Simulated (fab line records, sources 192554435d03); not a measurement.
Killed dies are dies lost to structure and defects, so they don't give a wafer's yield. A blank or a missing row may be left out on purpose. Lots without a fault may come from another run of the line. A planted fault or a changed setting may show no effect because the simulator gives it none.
Which tool did it? | flow n5_finfet | 11 lots, 32 wafers sampled, at 5 steps of a route of 1938

WHAT THE GAUGES READ, wafer by wafer
N5_BEOL_M5_INSPECT_58: inspects for defects (darkfield).
lot  | measured     | on                | raw_defect_count
L537 | day 8 12:16  | defect_inspect-02 | 45 41 47
L543 | day 9 16:14  | defect_inspect-02 | 56 18 45
L544 | day 10 01:47 | defect_inspect-02 | 86 65 61
L547 | day 10 13:44 | defect_inspect-01 | 72 46 54
L548 | day 11 07:07 | defect_inspect-02 | 62 59 52
L549 | day 11 15:34 | defect_inspect-02 | 366 413
L550 | day 11 20:40 | defect_inspect-02 | 71 58 55
L552 | day 11 21:46 | defect_inspect-02 | 340 390 393
L560 | day 14 11:14 | defect_inspect-01 | 56 48 87
L558 | day 14 11:16 | defect_inspect-01 | 94 96 76
L559 | day 14 17:20 | defect_inspect-02 | 51 65 64

WHICH TOOL RAN EACH LOT (tool, then ch and the chambers of the sampled wafers, then the start)
lot  | N5_BEOL_M5_ANNEAL_82         | N5_BEOL_M5_SPUTTER_83        | N5_BEOL_M5_SPUTTER_88        | N5_BEOL_M5_PRE_CLEAN_77
L537 | pvd_sputter-03, day 8 07:55  | pvd_sputter-03, day 8 08:56  | pvd_sputter-03, day 8 10:01  | cvd_co-02 ch 0,1, day 8 11:59
L543 | pvd_sputter-02, day 9 11:51  | pvd_sputter-02, day 9 12:52  | pvd_sputter-02, day 9 13:57  | cvd_co-02 ch 0,1,2, day 9 16:01
L544 | pvd_sputter-02, day 9 21:29  | pvd_sputter-02, day 9 22:29  | pvd_sputter-02, day 9 23:35  | cvd_co-02 ch 0,1,2, day 10 01:30
L547 | pvd_sputter-01, day 10 09:26 | pvd_sputter-01, day 10 10:26 | pvd_sputter-01, day 10 11:32 | cvd_co-02 ch 0,1, day 10 13:27
L548 | pvd_sputter-01, day 11 02:35 | pvd_sputter-01, day 11 03:35 | pvd_sputter-01, day 11 04:40 | cvd_co-02 ch 0,1, day 11 06:52
L549 | pvd_sputter-01, day 11 10:58 | pvd_sputter-01, day 11 11:58 | pvd_sputter-01, day 11 13:04 | cvd_co-02 ch 2, day 11 15:19
L550 | pvd_sputter-01, day 11 16:25 | pvd_sputter-01, day 11 17:25 | pvd_sputter-01, day 11 18:31 | cvd_co-01 ch 0,1,2, day 11 20:26
L552 | pvd_sputter-02, day 11 17:14 | pvd_sputter-02, day 11 18:14 | pvd_sputter-02, day 11 19:19 | cvd_co-02 ch 0,1,2, day 11 21:31
L560 | pvd_sputter-01, day 14 06:47 | pvd_sputter-01, day 14 07:48 | pvd_sputter-01, day 14 08:59 | cvd_co-02 ch 0,1,2, day 14 10:59
L558 | pvd_sputter-02, day 14 07:00 | pvd_sputter-02, day 14 08:01 | pvd_sputter-02, day 14 09:05 | cvd_co-01 ch 0,1,2, day 14 11:01
L559 | pvd_sputter-03, day 14 12:56 | pvd_sputter-03, day 14 13:57 | pvd_sputter-03, day 14 15:02 | cvd_co-01 ch 1,2, day 14 17:05
- N5_BEOL_M5_ANNEAL_82: time 1800 s.
- N5_BEOL_M5_SPUTTER_83: material Cu, target thk 15 nm, time 27.62 s.
- N5_BEOL_M5_SPUTTER_88: material Cu, target thk 15 nm, time 27.62 s.
- N5_BEOL_M5_PRE_CLEAN_77: time 15 s.

THE ANSWER, worked out from the rows above alone
Rule: what is usual is taken from the lots themselves. Put in order of their means at a reading, lots are off if they are a third of the lots or fewer, leave a main group of 4 or more, and stand apart from it by a gap of 3 or more times the standard deviation of the main group's means; of several such gaps the widest counts. A main group whose means are all the same, to the digits that the tables above print for the reading, isn't used. A lot without any number at a reading at which 4 lots or more have one is off too. The other lots that the step has rows for count as sound.
Off: L549, L552, at N5_BEOL_M5_INSPECT_58 (raw_defect_count). The main group: mean 60, standard deviation 13.
A tool fits if, at a process step before that reading, it ran every lot that is off, and no sound lot after the first of them. The gauges at N5_BEOL_M5_INSPECT_58 are tried like those tools. None of those tried fits.

WHAT THE SIMULATOR HAD PUT IN
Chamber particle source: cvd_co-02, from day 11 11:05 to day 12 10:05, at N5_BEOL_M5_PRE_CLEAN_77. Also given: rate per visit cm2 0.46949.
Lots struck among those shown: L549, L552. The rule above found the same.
